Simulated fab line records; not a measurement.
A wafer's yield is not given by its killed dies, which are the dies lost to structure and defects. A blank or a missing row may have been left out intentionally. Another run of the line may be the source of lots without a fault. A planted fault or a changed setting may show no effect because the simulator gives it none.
fab line records    flow n5Finfet
[record] lots = 24  wafers = 72  lastDay = 19
route steps=1938 shown BEOL_M3@950
lots with no fault: from the same line, run without faults
startH: the number of hours between the record's first day and the start of the first shown wafer of the lot    waitH: hours elapsed since this lot's preceding step    " repeats the value in the row above    L1.1+2: one row covering several wafers at once    - value missing, or start not given    * or withheld: withheld    < > ~ a bound
route shown NAME@n: names a module that has steps shown in the file, with the first one's number in the route    usual: average and standard deviation across the fault-free wafers    same: alike in all rows    chamber/n: place in a boat    sites: each site's reading    _std_site: standard deviation of those values    _edge_site: inner sites' mean taken away from outer sites' mean    radiusMm: for every site, how far away it sits from the centre of the wafer    mask NAME#n: copy n    behind: the most recent tool/chamber to have shaped the wafer    hold: what put the lot on hold/how long, in hours/how the hold closed    device: the transistor (n, p or np) that didn't switch    end of line: the route-end tests of the same wafers    a step without rows: its recipe alone    killed: the dies lost at the first sort to structure and to defects; this is not the yield of the wafer    map: shows each die of a wafer: x if killed, . if not, _ if none is there
set.NAME: the run value of the setting; set.NAME@STEP: its run value at that earlier step    model.NAME: the simulator's own value behind a step, which no gauge read
the route's steps for a sample of lots (tables are steps, rows are wafers)
services: when a tool's chamber went out of use (startH, in hours from the record's first day, below 0 if earlier), for how many hours, and the reason
[[steps]]
[step N5_BEOL_M3_ETCH_64]
[recipe] chemistry = N2/H2  target = SOC  targetDepthA = 750  overetchA = 150  maskMaterial = SiARC  tempC = 40  timeS = 112.5  ionEnergyEv = 200  pressureMtorr = 30  sourceW = 840  biasW = 150  n2FlowSccm = 200  h2FlowSccm = 200
[usual] drypumpMotorCurrentA = 5.6/0.54  oesProductAu = 0.63/0.07  rfVppV = 524.4/2.7  showerheadPlenumPTorr = 2.56/0.096  tempC = 39.99/0.098  throttleValvePct = 17.85/0.25
lot.wafer  tool        chamber  startH  waitH  drypumpMotorCurrentA  oesProductAu  rfHoursCounterH  rfVppV  showerheadPlenumPTorr  tempC  throttleValvePct
L074.1     rieDiel-03  3        143.19  0.0    6.3                   0.54          246              521.9   2.48                   40.06  18.20
L074.3     "           1        "       "      6.1                   0.58          144              524.3   2.54                   40.04  17.99
L074.5     "           2        "       "      6.1                   0.56          -                525.3   2.61                   39.98  17.85
L075.2     rieDiel-04  2        155.37  0.0    5.1                   0.57          188              521.1   2.41                   40.00  17.73
L075.4     "           3        "       "      4.9                   0.59          163              527.0   2.63                   39.96  17.94
L075.6     "           0        "       "      5.3                   0.59          -                525.1   2.55                   39.92  17.58
L077.1     rieDiel-05  1        155.40  0.0    5.6                   0.67          49               527.8   2.69                   39.89  17.84
L077.4     "           3        "       "      6.1                   0.70          24               522.6   2.47                   39.99  17.41
L077.6     "           1        "       "      5.6                   0.67          -                526.5   2.69                   39.72  17.83
L076.1     rieDiel-04  2        155.90  0.0    5.1                   0.57          188              520.5   2.41                   39.95  17.72
L076.4     "           3        "       "      4.9                   0.59          163              525.8   2.63                   40.09  17.94
L076.6     "           1        "       "      4.9                   0.59          -                527.8   2.64                   39.90  18.22
L078.2     rieDiel-05  3        169.62  0.0    6.1                   0.70          29               522.6   2.47                   40.02  17.42
L078.4     "           0        "       "      5.8                   0.66          62               527.9   2.69                   39.96  17.68
L078.6     "           2        "       "      5.0                   0.75          -                527.7   2.70                   39.93  17.80
L079.2     rieDiel-05  0        186.06  0.0    5.8                   0.66          70               527.7   2.69                   40.13  17.69
L079.3     "           2        "       "      5.0                   0.74          18               527.5   2.70                   39.94  17.82
L079.5     "           2        "       "      5.0                   0.74          -                530.3   2.70                   40.09  17.81
L080.1     rieDiel-03  3        186.66  0.0    6.3                   0.76          4                521.5   2.48                   40.20  17.78
L080.3     "           0        "       "      4.9                   0.60          160              520.7   2.44                   40.07  18.12
L080.5     "           2        "       "      6.2                   0.55          -                526.9   2.61                   39.87  17.88
L082.1     rieDiel-03  3        198.77  0.0    6.3                   0.76          8                522.7   2.48                   40.13  17.77
L082.4     "           2        "       "      6.1                   0.54          -                525.6   2.60                   39.90  17.90
L082.5     "           1        "       "      6.1                   0.57          -                524.2   2.53                   40.15  18.03
L081.1     rieDiel-04  0        201.91  0.0    5.3                   0.59          154              523.3   2.55                   40.12  17.61
L081.2     "           1        "       "      4.9                   0.60          162              526.3   2.64                   39.88  18.22
L081.6     "           1        "       "      4.9                   0.59          -                527.7   2.64                   39.96  18.24
L083.2     rieDiel-05  3        209.19  0.0    6.1                   0.68          41               522.4   2.46                   39.88  17.45
L083.4     "           2        "       "      5.0                   0.73          22               527.2   2.69                   40.02  17.82
L083.6     "           3        "       "      6.1                   0.68          -                522.7   2.46                   40.02  17.43
L084.2     rieDiel-04  3        216.79  0.0    4.9                   0.60          173              527.0   2.63                   39.92  17.94
L084.5     "           3        "       "      4.9                   0.60          -                525.7   2.63                   40.17  17.95
L084.6     "           0        "       "      5.3                   0.58          -                522.5   2.55                   39.91  17.61
L085.2     rieDiel-03  0        223.14  0.0    4.9                   0.59          171              520.8   2.43                   40.04  18.13
L085.5     "           1        "       "      6.1                   0.56          -                523.8   2.53                   39.89  18.04
L085.6     "           3        "       "      6.3                   0.73          -                522.3   2.48                   40.00  17.80
L087.2     rieDiel-04  3        230.14  0.0    4.9                   0.59          178              526.2   2.63                   39.95  17.96
L087.3     "           1        "       "      4.9                   0.59          170              526.7   2.64                   39.98  18.24
L087.6     "           1        "       "      4.9                   0.59          -                525.8   2.64                   40.14  18.23
L086.1     rieDiel-05  2        233.84  0.0    5.0                   0.72          28               528.5   2.69                   39.98  17.81
L086.3     "           3        "       "      6.2                   0.67          48               523.4   2.46                   39.87  17.45
L086.5     "           3        "       "      6.1                   0.68          -                522.8   2.46                   39.94  17.46
L088.2     rieDiel-03  3        235.25  0.0    6.3                   0.73          22               521.5   2.47                   40.09  17.81
L088.3     "           1        "       "      6.1                   0.56          181              523.7   2.53                   39.92  18.05
L088.4     "           0        "       "      4.9                   0.59          176              521.3   2.43                   40.04  18.16
L089.1     rieDiel-04  1        240.26  0.0    4.9                   0.58          173              524.8   2.63                   40.10  18.25
L089.4     "           3        "       "      4.9                   0.59          180              526.7   2.62                   40.03  17.97
L089.6     "           2        "       "      5.1                   0.56          -                520.6   2.40                   39.95  17.78
L090.3     rieDiel-03  1        245.19  0.0    6.1                   0.56          184              523.5   2.53                   40.03  18.06
L090.4     "           3        "       "      6.3                   0.72          25               521.5   2.47                   40.00  17.80
L090.6     "           2        "       "      6.1                   0.75          -                526.1   2.60                   39.81  17.37
L091.2     rieDiel-03  1        252.70  0.0    6.1                   0.56          187              523.5   2.52                   39.88  18.08
L091.5     "           3        "       "      6.3                   0.72          -                523.0   2.47                   39.91  17.81
L091.6     "           2        "       "      6.2                   0.74          -                526.0   2.60                   40.03  17.37
L092.3     rieDiel-03  2        258.36  0.0    6.2                   0.74          7                526.1   2.60                   39.91  17.37
L092.5     "           2        "       "      6.1                   0.74          -                527.0   2.60                   39.92  17.39
L092.6     "           1        "       "      6.0                   0.56          -                523.6   2.52                   39.97  18.08
L093.2     rieDiel-03  3        265.01  0.0    6.3                   0.72          31               522.7   2.47                   39.88  17.81
L093.3     "           1        "       "      6.1                   0.56          191              524.1   2.52                   40.05  18.07
L093.4     "           0        "       "      4.9                   0.59          185              520.4   2.43                   40.04  18.17
L095.2     rieDiel-03  1        274.69  0.0    6.0                   0.55          194              522.5   2.52                   40.00  18.07
L095.5     "           0        "       "      4.9                   0.59          -                520.0   2.43                   39.94  18.15
L095.6     "           3        "       "      6.3                   0.70          -                523.9   2.47                   40.11  17.82
L094.3     rieDiel-04  3        280.91  0.0    4.9                   0.58          193              525.8   2.62                   40.10  17.99
L094.5     "           1        "       "      4.9                   0.57          -                526.4   2.63                   39.98  18.27
L094.6     "           0        "       "      5.3                   0.56          -                523.4   2.54                   40.01  17.67
L096.1     rieDiel-05  3        287.53  0.0    6.1                   0.66          62               522.1   2.45                   40.12  17.48
L096.2     "           1        "       "      5.6                   0.63          86               528.6   2.67                   40.05  17.91
L096.5     "           0        "       "      5.8                   0.63          -                527.7   2.68                   40.17  17.71
L097.3     rieDiel-04  1        320.05  0.0    4.9                   0.57          198              526.5   2.62                   40.01  18.28
L097.4     "           0        "       "      5.3                   0.56          -                523.6   2.53                   39.88  17.67
L097.5     "           2        "       "      5.1                   0.55          -                518.9   2.39                   39.98  17.79
[step N5_BEOL_M3_OVL_MEAS_29]
[recipe] pointsPerWafer = 522
[usual] V2_OVL = -0.7/0.69
lot.wafer  tool        chamber  startH  waitH  V2_OVL[nm]
L074.1     overlay-02  0        143.88  0.0    0.0
L074.3     "           0        "       "      -0.2
L074.5     "           0        "       "      -0.6
L075.2     overlay-01  0        156.08  0.0    -0.4
L075.4     "           0        "       "      -0.9
L075.6     "           0        "       "      -1.6
L077.1     overlay-02  0        156.13  0.0    -0.1
L077.4     "           0        "       "      -0.1
L077.6     "           0        "       "      -0.8
L076.1     overlay-01  0        156.59  0.0    -0.6
L076.4     "           0        "       "      0.3
L076.6     "           0        "       "      0.2
L078.2     overlay-02  0        170.32  0.0    -0.7
L078.4     "           0        "       "      -0.2
L078.6     "           0        "       "      -0.4
L079.2     overlay-02  0        186.77  0.0    -1.7
L079.3     "           0        "       "      -0.9
L079.5     "           0        "       "      -1.9
L080.1     overlay-01  0        187.47  0.0    -1.3
L080.3     "           0        "       "      -1.6
L080.5     "           0        "       "      -1.2
L082.1     overlay-01  0        199.59  0.0    -1.2
L082.4     "           0        "       "      -0.3
L082.5     "           0        "       "      -1.2
L081.1     overlay-01  0        202.75  0.0    0.0
L081.2     "           0        "       "      -1.3
L081.6     "           0        "       "      -1.3
L083.2     overlay-01  0        209.96  0.0    -0.3
L083.4     "           0        "       "      -0.6
L083.6     "           0        "       "      -1.1
L084.2     overlay-01  0        217.61  0.0    -1.0
L084.5     "           0        "       "      -1.2
L084.6     "           0        "       "      -1.2
L085.2     overlay-01  0        224.01  0.0    -1.1
L085.5     "           0        "       "      -1.5
L085.6     "           0        "       "      -1.4
L087.2     overlay-02  0        230.87  0.0    -0.1
L087.3     "           0        "       "      -1.9
L087.6     "           0        "       "      0.5
L086.1     overlay-01  0        234.53  0.0    -0.4
L086.3     "           0        "       "      -1.3
L086.5     "           0        "       "      -1.4
L088.2     overlay-01  0        236.11  0.0    0.1
L088.3     "           0        "       "      -0.7
L088.4     "           0        "       "      -1.4
L089.1     overlay-02  0        241.11  0.0    -1.3
L089.4     "           0        "       "      0.1
L089.6     "           0        "       "      -0.4
L090.3     overlay-02  0        245.99  0.0    0.6
L090.4     "           0        "       "      -0.4
L090.6     "           0        "       "      0.2
L091.2     overlay-01  0        253.62  0.0    -0.2
L091.5     "           0        "       "      -1.1
L091.6     "           0        "       "      -0.8
L092.3     overlay-01  0        259.19  0.0    -1.3
L092.5     "           0        "       "      -1.1
L092.6     "           0        "       "      -0.4
L093.2     overlay-01  0        265.81  0.0    0.6
L093.3     "           0        "       "      -1.5
L093.4     "           0        "       "      0.1
L095.2     overlay-01  0        275.74  0.0    -0.6
L095.5     "           0        "       "      -0.1
L095.6     "           0        "       "      -0.5
L094.3     overlay-02  0        281.63  0.0    -1.0
L094.5     "           0        "       "      -1.8
L094.6     "           0        "       "      -0.7
L096.1     overlay-02  0        288.23  0.0    -0.9
L096.2     "           0        "       "      -1.0
L096.5     "           0        "       "      -0.3
L097.3     overlay-01  0        321.07  0.0    -0.3
L097.4     "           0        "       "      0.2
L097.5     "           0        "       "      0.2
[step N5_BEOL_M3_ETCH_77]
[recipe] chemistry = N2/H2  target = underlayer  targetDepthA = 65  maskMaterial = CAR-EUV  timeS = 5.2  ionEnergyEv = 200  pressureMtorr = 30  sourceW = 840  biasW = 150  n2FlowSccm = 200  h2FlowSccm = 200  ends = cleared
[usual] drypumpMotorCurrentA = 5.6/0.54  etchRfOnTimeS = 5.19/0.099  oesProductAu = 0.67/0.074  rfVppV = 524.3/2.8  showerheadPlenumPTorr = 2.55/0.089  throttleValvePct = 17.91/0.22
lot.wafer  tool        chamber  startH  waitH  drypumpMotorCurrentA  etchRfOnTimeS  oesProductAu  rfHoursCounterH  rfVppV  showerheadPlenumPTorr  throttleValvePct
L074.1     rieDiel-04  3        144.01  0.0    4.9                   5.32           0.64          159              528.3   2.63                   17.96
L074.3     "           0        "       "      5.3                   5.15           0.64          140              523.5   2.56                   17.62
L074.5     "           0        "       "      5.3                   5.15           0.64          -                521.9   2.56                   17.62
L075.2     rieDiel-03  1        156.22  0.0    6.0                   5.27           0.62          149              523.8   2.54                   18.05
L075.4     "           1        "       "      6.1                   5.29           0.62          -                525.0   2.54                   18.00
L075.6     "           2        "       "      6.1                   5.12           0.61          -                527.2   2.61                   17.92
L077.1     rieDiel-04  0        156.26  0.0    5.3                   5.21           0.63          145              525.4   2.55                   17.62
L077.4     "           3        "       "      4.9                   5.29           0.65          163              527.6   2.63                   17.97
L077.6     "           1        "       "      4.9                   5.17           0.64          -                527.9   2.64                   18.26
L076.1     rieDiel-03  1        156.74  0.0    6.1                   5.22           0.62          150              524.7   2.54                   18.04
L076.4     "           2        "       "      6.2                   5.24           0.60          -                524.7   2.61                   17.89
L076.6     "           2        "       "      6.2                   5.18           0.60          -                524.5   2.61                   17.91
L078.2     rieDiel-03  1        170.44  0.0    6.0                   5.26           0.61          155              525.6   2.54                   18.04
L078.4     "           2        "       "      6.2                   5.16           0.60          -                525.7   2.61                   17.89
L078.6     "           1        "       "      6.1                   5.20           0.63          -                525.0   2.54                   18.03
L079.2     rieDiel-03  3        188.66  0.0    6.3                   5.13           0.82          5                521.0   2.48                   17.81
L079.3     "           0        "       "      4.9                   5.21           0.66          161              520.9   2.44                   18.15
L079.5     "           1        "       "      6.1                   5.28           0.62          -                524.3   2.53                   18.05
L080.1     rieDiel-03  1        189.21  0.0    6.1                   5.28           0.61          164              522.4   2.53                   18.05
L080.3     "           3        "       "      6.3                   5.18           0.82          5                522.4   2.48                   17.82
L080.5     "           3        "       "      6.3                   5.14           0.84          -                523.7   2.48                   17.82
L082.1     rieDiel-03  2        199.79  0.0    6.1                   5.13           0.60          243              524.9   2.60                   17.94
L082.4     "           3        "       "      6.3                   5.16           0.83          -                522.2   2.48                   17.82
L082.5     "           2        "       "      6.2                   5.13           0.60          -                527.0   2.60                   17.92
L081.1     rieDiel-03  1        203.78  0.0    6.0                   5.33           0.60          169              525.0   2.53                   18.10
L081.2     "           2        "       "      6.1                   5.18           0.59          245              526.8   2.60                   17.91
L081.6     "           1        "       "      6.0                   5.30           0.60          -                519.9   2.53                   18.07
L083.2     rieDiel-03  1        210.08  0.0    6.0                   5.22           0.61          172              524.0   2.53                   18.08
L083.4     "           3        "       "      6.3                   5.16           0.81          12               520.6   2.48                   17.83
L083.6     "           3        "       "      6.3                   5.15           0.81          -                523.5   2.48                   17.83
L084.2     rieDiel-03  3        217.74  0.0    6.3                   5.10           0.81          15               520.9   2.48                   17.85
L084.5     "           1        "       "      6.0                   5.28           0.59          -                523.4   2.53                   18.08
L084.6     "           3        "       "      6.3                   5.14           0.80          -                521.6   2.48                   17.83
L085.2     rieDiel-05  0        224.13  0.0    5.8                   5.22           0.71          78               526.4   2.69                   17.75
L085.5     "           0        "       "      5.8                   5.31           0.69          -                528.3   2.69                   17.71
L085.6     "           1        "       "      5.6                   5.03           0.70          -                529.8   2.68                   17.91
L087.2     rieDiel-04  3        231.00  0.0    4.9                   5.28           0.62          178              530.4   2.63                   17.98
L087.3     "           0        "       "      5.3                   5.21           0.63          168              521.9   2.54                   17.65
L087.6     "           3        "       "      4.9                   5.32           0.63          -                526.9   2.63                   17.99
L086.1     rieDiel-04  2        234.66  0.0    5.1                   5.16           0.60          207              521.0   2.40                   17.79
L086.3     "           1        "       "      4.9                   5.27           0.61          172              526.1   2.63                   18.28
L086.5     "           1        "       "      4.9                   5.29           0.62          -                527.9   2.63                   18.29
L088.2     rieDiel-05  1        236.23  0.0    5.6                   4.95           0.71          71               525.1   2.68                   17.92
L088.3     "           2        "       "      5.0                   4.97           0.79          29               526.8   2.69                   17.87
L088.4     "           0        "       "      5.8                   5.19           0.69          81               526.4   2.69                   17.75
L089.1     rieDiel-05  2        241.24  0.0    5.0                   5.04           0.78          30               528.8   2.69                   17.90
L089.4     "           0        "       "      5.8                   5.17           0.70          82               528.2   2.69                   17.75
L089.6     "           2        "       "      5.0                   4.99           0.78          -                529.1   2.69                   17.84
L090.3     rieDiel-05  3        246.10  0.0    6.1                   5.30           0.72          51               521.5   2.46                   17.50
L090.4     "           1        "       "      5.6                   5.03           0.71          73               529.3   2.68                   17.90
L090.6     "           3        "       "      6.1                   5.25           0.72          -                522.6   2.46                   17.47
L091.2     rieDiel-03  2        253.76  0.0    6.1                   4.96           0.82          6                526.7   2.60                   17.42
L091.5     "           3        "       "      6.3                   5.19           0.79          -                524.2   2.47                   17.85
L091.6     "           0        "       "      4.9                   5.25           0.63          -                519.0   2.43                   18.20
L092.3     rieDiel-04  3        259.31  0.0    4.9                   5.29           0.63          186              526.4   2.62                   18.02
L092.5     "           0        "       "      5.3                   5.27           0.61          -                523.2   2.54                   17.68
L092.6     "           3        "       "      4.9                   5.29           0.62          -                528.3   2.62                   18.00
L093.2     rieDiel-03  3        265.93  0.0    6.3                   5.09           0.78          31               522.2   2.47                   17.85
L093.3     "           1        "       "      6.1                   5.27           0.60          191              523.6   2.52                   18.09
L093.4     "           0        "       "      4.9                   5.24           0.62          185              522.8   2.43                   18.21
L095.2     rieDiel-04  0        275.86  0.0    5.3                   5.30           0.61          181              524.5   2.54                   17.69
L095.5     "           2        "       "      5.1                   5.25           0.60          -                521.0   2.40                   17.83
L095.6     "           1        "       "      4.9                   5.30           0.61          -                526.0   2.63                   18.30
L094.3     rieDiel-05  2        281.75  0.0    5.1                   5.08           0.77          43               527.9   2.68                   17.90
L094.5     "           2        "       "      5.0                   5.06           0.77          -                526.9   2.69                   17.90
L094.6     "           3        "       "      6.1                   5.17           0.70          -                522.3   2.45                   17.52
L096.1     rieDiel-03  1        288.37  0.0    6.1                   5.33           0.59          197              522.4   2.52                   18.14
L096.2     "           2        "       "      6.1                   4.91           0.78          16               525.5   2.59                   17.41
L096.5     "           1        "       "      6.1                   5.27           0.59          -                525.7   2.52                   18.11
L097.3     rieDiel-03  2        321.20  0.0    6.2                   4.98           0.77          26               525.7   2.59                   17.45
L097.4     "           3        "       "      6.3                   5.14           0.75          48               522.2   2.46                   17.88
L097.5     "           3        "       "      6.3                   5.11           0.75          -                522.4   2.46                   17.88
[step N5_BEOL_M3_ANNEAL_93]
[recipe] tempC = 400  timeS = 240  ambient = vacuum
[usual] heaterPowerW = 816/84
lot.wafer  tool           chamber  startH  waitH  heaterPowerW
L074.1     pvdSputter-03  -        149.15  0.0    807
L074.3     "              -        "       "      732
L074.5     "              -        "       "      798
L077.1     pvdSputter-03  -        161.65  0.0    737
L077.4     "              -        "       "      793
L077.6     "              -        "       "      792
L075.2     pvdSputter-03  -        163.93  0.0    721
L075.4     "              -        "       "      791
L075.6     "              -        "       "      804
L076.1     pvdSputter-02  -        168.60  0.0    800
L076.4     "              -        "       "      759
L076.6     "              -        "       "      762
L078.2     pvdSputter-02  -        174.98  0.0    1006
L078.4     "              -        "       "      719
L078.6     "              -        "       "      982
L079.2     pvdSputter-03  -        207.70  0.0    731
L079.3     "              -        "       "      800
L079.5     "              -        "       "      807
L080.1     pvdSputter-02  -        207.87  0.0    804
L080.3     "              -        "       "      715
L080.5     "              -        "       "      834
L082.1     pvdSputter-02  -        212.07  0.0    805
L082.4     "              -        "       "      775
L082.5     "              -        "       "      723
L081.1     pvdSputter-03  -        214.29  0.0    754
L081.2     "              -        "       "      813
L081.6     "              -        "       "      798
L083.2     pvdSputter-03  -        216.13  0.0    725
L083.4     "              -        "       "      795
L083.6     "              -        "       "      804
L084.2     pvdSputter-01  -        224.12  0.0    789
L084.5     "              -        "       "      967
L084.6     "              -        "       "      805
L085.2     pvdSputter-01  -        228.70  0.0    934
L085.5     "              -        "       "      959
L085.6     "              -        "       "      821
L087.2     pvdSputter-01  -        243.99  0.0    777
L087.3     "              -        "       "      933
L087.6     "              -        "       "      950
L088.2     pvdSputter-02  -        246.61  0.0    820
L088.3     "              -        "       "      729
L088.4     "              -        "       "      744
L086.1     pvdSputter-03  -        247.03  0.0    787
L086.3     "              -        "       "      726
L086.5     "              -        "       "      807
L089.1     pvdSputter-02  -        248.93  0.0    774
L089.4     "              -        "       "      730
L089.6     "              -        "       "      843
L090.3     pvdSputter-02  -        253.91  0.0    823
L090.4     "              -        "       "      723
L090.6     "              -        "       "      758
L091.2     pvdSputter-02  -        258.39  0.0    718
L091.5     "              -        "       "      816
L091.6     "              -        "       "      963
L092.3     pvdSputter-02  -        277.83  0.0    734
L092.5     "              -        "       "      986
L092.6     "              -        "       "      816
L093.2     pvdSputter-03  -        282.89  0.0    715
L093.3     "              -        "       "      808
L093.4     "              -        "       "      808
L095.2     pvdSputter-01  -        286.44  0.0    945
L095.5     "              -        "       "      811
L095.6     "              -        "       "      920
L094.3     pvdSputter-01  -        289.27  0.0    785
L094.5     "              -        "       "      792
L094.6     "              -        "       "      802
L096.1     pvdSputter-01  -        297.17  0.0    806
L096.2     "              -        "       "      828
L096.5     "              -        "       "      946
L097.3     pvdSputter-02  -        332.36  0.0    819
L097.4     "              -        "       "      771
L097.5     "              -        "       "      766
[step N5_BEOL_M3_ANNEAL_51]
[recipe] tempC = 225  timeS = 90  ambient = N2
[usual] annealTempCMax = 226.20/0.24  wafer_temp_C_max = 226.0/0.32
lot.wafer  tool          chamber  startH  waitH  annealTempCMax  wafer_temp_C_max
L074.1     rtpAnneal-01  0        149.70  0.1    226.32          226.7
L074.3     "             0        "       "      226.24          226.3
L074.5     "             0        "       "      226.25          226.2
L077.1     rtpAnneal-02  0        162.20  0.1    226.45          225.8
L077.4     "             0        "       "      225.99          225.4
L077.6     "             0        "       "      226.26          225.5
L075.2     rtpAnneal-02  0        164.53  0.1    225.82          225.7
L075.4     "             0        "       "      226.12          225.9
L075.6     "             0        "       "      226.39          225.9
L076.1     rtpAnneal-01  0        169.29  0.2    226.24          226.3
L076.4     "             0        "       "      226.18          226.4
L076.6     "             0        "       "      226.00          226.6
L078.2     rtpAnneal-02  0        175.59  0.1    225.94          225.9
L078.4     "             0        "       "      226.67          225.8
L078.6     "             0        "       "      226.00          226.0
L079.2     rtpAnneal-01  0        208.30  0.1    226.34          225.8
L079.3     "             0        "       "      226.03          226.1
L079.5     "             0        "       "      226.16          226.4
L080.1     rtpAnneal-02  0        208.43  0.1    226.39          225.6
L080.3     "             0        "       "      226.19          225.4
L080.5     "             0        "       "      226.80          225.6
L082.1     rtpAnneal-01  0        213.28  0.6    226.17          226.5
L082.4     "             0        "       "      226.14          226.7
L082.5     "             0        "       "      226.09          226.3
L081.1     rtpAnneal-02  0        214.85  0.1    226.05          225.8
L081.2     "             0        "       "      226.22          225.9
L081.6     "             0        "       "      226.16          225.6
L083.2     rtpAnneal-02  0        216.74  0.1    226.30          225.3
L083.4     "             0        "       "      226.52          225.5
L083.6     "             0        "       "      226.17          225.2
L084.2     rtpAnneal-01  0        225.00  0.4    226.03          226.6
L084.5     "             0        "       "      226.42          226.1
L084.6     "             0        "       "      225.92          226.3
L085.2     rtpAnneal-02  0        229.30  0.1    226.53          225.8
L085.5     "             0        "       "      226.33          225.5
L085.6     "             0        "       "      226.62          225.6
L087.2     rtpAnneal-02  0        244.61  0.1    226.31          226.0
L087.3     "             0        "       "      226.04          225.7
L087.6     "             0        "       "      226.02          225.7
L088.2     rtpAnneal-02  0        247.21  0.1    226.12          225.6
L088.3     "             0        "       "      226.44          225.7
L088.4     "             0        "       "      226.45          225.8
L086.1     rtpAnneal-01  0        247.58  0.1    225.92          226.4
L086.3     "             0        "       "      226.21          226.4
L086.5     "             0        "       "      225.97          225.9
L089.1     rtpAnneal-02  0        249.48  0.1    226.42          225.9
L089.4     "             0        "       "      226.30          226.2
L089.6     "             0        "       "      225.88          226.2
L090.3     rtpAnneal-01  0        254.68  0.3    226.46          226.0
L090.4     "             0        "       "      226.40          226.2
L090.6     "             0        "       "      226.00          225.9
L091.2     rtpAnneal-01  0        259.06  0.2    226.15          225.9
L091.5     "             0        "       "      225.98          226.1
L091.6     "             0        "       "      226.12          225.8
L092.3     rtpAnneal-01  0        278.53  0.2    225.99          226.1
L092.5     "             0        "       "      226.31          226.0
L092.6     "             0        "       "      226.29          225.9
L093.2     rtpAnneal-01  0        283.55  0.2    226.29          225.9
L093.3     "             0        "       "      226.26          225.9
L093.4     "             0        "       "      226.05          226.1
L095.2     rtpAnneal-01  0        287.08  0.2    226.09          226.2
L095.5     "             0        "       "      226.46          226.3
L095.6     "             0        "       "      226.32          226.0
L094.3     rtpAnneal-01  0        290.01  0.2    226.25          226.1
L094.5     "             0        "       "      226.12          226.3
L094.6     "             0        "       "      226.08          226.6
L096.1     rtpAnneal-02  0        297.72  0.1    226.21          225.6
L096.2     "             0        "       "      225.90          225.7
L096.5     "             0        "       "      226.34          225.9
L097.3     rtpAnneal-01  0        333.01  0.1    225.78          226.7
L097.4     "             0        "       "      226.33          226.5
L097.5     "             0        "       "      226.31          226.3
[step N5_BEOL_M3_THK_MEAS_53]
[recipe] thkMeasGauge = xrf  reads = Cu_of_BEOL_M3_ECD_50
[usual] M3_THK = 40.7/1.6
lot.wafer  tool          chamber  startH  waitH  M3_THK[nm]
L074.1     filmMetro-01  -        150.30  -      42.2
L074.3     "             -        "       "      39.7
L074.5     "             -        "       "      42.3
L077.1     filmMetro-02  -        162.80  -      42.1
L077.4     "             -        "       "      38.1
L077.6     "             -        "       "      40.9
L075.2     filmMetro-02  -        165.08  -      40.3
L075.4     "             -        "       "      40.7
L075.6     "             -        "       "      41.7
L076.1     filmMetro-01  -        171.75  -      37.9
L076.4     "             -        "       "      39.7
L076.6     "             -        "       "      40.4
L078.2     filmMetro-02  -        176.13  -      40.4
L078.4     "             -        "       "      43.9
L078.6     "             -        "       "      40.5
L079.2     filmMetro-02  -        208.85  -      39.9
L079.3     "             -        "       "      41.2
L079.5     "             -        "       "      40.5
L080.1     filmMetro-02  -        209.02  -      42.4
L080.3     "             -        "       "      44.5
L080.5     "             -        "       "      43.7
L082.1     filmMetro-02  -        213.87  -      39.7
L082.4     "             -        "       "      40.2
L082.5     "             -        "       "      42.3
L081.1     filmMetro-02  -        215.44  -      43.3
L081.2     "             -        "       "      38.4
L081.6     "             -        "       "      44.3
L083.2     filmMetro-01  -        217.28  -      40.1
L083.4     "             -        "       "      42.1
L083.6     "             -        "       "      43.7
L084.2     filmMetro-02  -        225.54  -      39.8
L084.5     "             -        "       "      41.1
L084.6     "             -        "       "      43.8
L085.2     filmMetro-01  -        229.85  -      37.5
L085.5     "             -        "       "      42.1
L085.6     "             -        "       "      41.1
L087.2     filmMetro-02  -        245.16  -      37.9
L087.3     "             -        "       "      41.1
L087.6     "             -        "       "      42.3
L088.2     filmMetro-01  -        247.76  -      41.2
L088.3     "             -        "       "      40.0
L088.4     "             -        "       "      39.4
L086.1     filmMetro-01  -        248.44  -      40.2
L086.3     "             -        "       "      40.3
L086.5     "             -        "       "      41.0
L089.1     filmMetro-01  -        250.07  -      41.7
L089.4     "             -        "       "      42.5
L089.6     "             -        "       "      41.1
L090.3     filmMetro-02  -        255.19  -      37.7
L090.4     "             -        "       "      40.8
L090.6     "             -        "       "      39.0
L091.2     filmMetro-01  -        259.61  -      40.4
L091.5     "             -        "       "      41.8
L091.6     "             -        "       "      40.6
L092.3     filmMetro-01  -        279.03  -      39.6
L092.5     "             -        "       "      41.5
L092.6     "             -        "       "      42.0
L093.2     filmMetro-01  -        284.32  -      40.7
L093.3     "             -        "       "      42.3
L093.4     "             -        "       "      40.5
L095.2     filmMetro-01  -        287.85  -      41.3
L095.5     "             -        "       "      42.9
L095.6     "             -        "       "      40.4
L094.3     filmMetro-01  -        290.70  -      38.2
L094.5     "             -        "       "      40.2
L094.6     "             -        "       "      40.7
L096.1     filmMetro-01  -        298.32  -      38.3
L096.2     "             -        "       "      39.9
L096.5     "             -        "       "      42.5
L097.3     filmMetro-01  -        333.51  -      37.1
L097.4     "             -        "       "      40.7
L097.5     "             -        "       "      39.6
[[services]]
tool        chamber  startH  hours  kind
rieDiel-05  2        119.65  -      clean
rieDiel-05  2        119.65  -      consumableReplace:focusRing
rieDiel-05  2        119.65  -      consumableReplace:showerhead
rieDiel-05  2        119.65  15.2   scheduledDown
rieDiel-05  -        147.63  0.9    repair
rieDiel-03  3        153.55  -      clean
rieDiel-03  3        153.55  -      consumableReplace:focusRing
rieDiel-03  3        153.55  24.3   scheduledDown
rieDiel-03  3        153.55  24.3   ventCycle
rieDiel-03  0        154.99  7.7    repair
rieDiel-04  -        174.46  15.6   pm
rieDiel-05  2        179.59  5.7    repair
rieDiel-05  1        184.83  6.6    repair
rieDiel-03  0        196.77  6.4    repair
rieDiel-04  3        200.90  12.8   repair
rieDiel-04  2        216.19  9.9    repair
rieDiel-03  2        216.52  -      clean
rieDiel-03  2        216.52  -      consumableReplace:focusRing
rieDiel-03  2        216.52  17.4   scheduledDown
rieDiel-03  2        216.52  17.4   ventCycle
rieDiel-05  3        251.62  3.5    repair
rieDiel-03  -        253.91  0.7    repair
rieDiel-04  3        309.13  11.7   repair
rieDiel-04  1        326.22  4.5    repair
[[key]]
fault none
